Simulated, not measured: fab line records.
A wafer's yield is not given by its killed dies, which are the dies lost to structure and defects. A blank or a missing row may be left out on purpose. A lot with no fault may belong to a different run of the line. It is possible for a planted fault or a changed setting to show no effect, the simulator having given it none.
Chamber matching | flow nand-harc | pecvd-02 running NHARC_A_CONTACT_DEP_85: 3 sister chambers
The step deposits SiON, target thk 60 nm. 6 wafers are shown with their chamber, then 7 later ones without.

## WAFERS, EACH WITH ITS CHAMBER
wafer  | chamber | heater-power-w (W)
L539.6 | 0       | 554
L541.3 | 2       | 801
L541.4 | 0       | 538
L541.5 | 1       | 784
L556.1 | 1       | 775
L556.4 | 2       | 898

## WAFERS WHOSE CHAMBER IS MISSING
wafer  | heater-power-w (W)
L556.6 | 790
L558.1 | 824
L558.2 | 594
L558.4 | 562
L559.1 | 854
L559.2 | 506
L559.6 | 862

## EACH ONE'S CHAMBER
wafer  | from the rows above     | in truth
L556.6 | can't be placed: 1 or 2 | 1
L558.1 | can't be placed: 2 or 1 | 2
L558.2 | 0                       | 0
L558.4 | 0                       | 0
L559.1 | can't be placed: 2 or 1 | 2
L559.2 | 0                       | 0
L559.6 | can't be placed: 2 or 1 | 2
Correct placement for 3 of the 7. Can't be placed from these rows: 4 (the true chamber is among the candidates in 4). 0 placed wrongly.
How it was worked out, from the rows above alone: a wafer's distance from a chamber is the root of the sum, over the readings, of the square of ((its reading less the chamber's mean) divided by the reading's scatter). The wafer belongs to the nearest chamber; if the next one is less than 2 further off, it can't be placed. The mean given for a chamber averages the wafers shown for that chamber. The scatter is the square root of a quotient: the sum, over the shown wafers, of each reading's squared deviation from its chamber's mean, divided by wafers minus chambers.
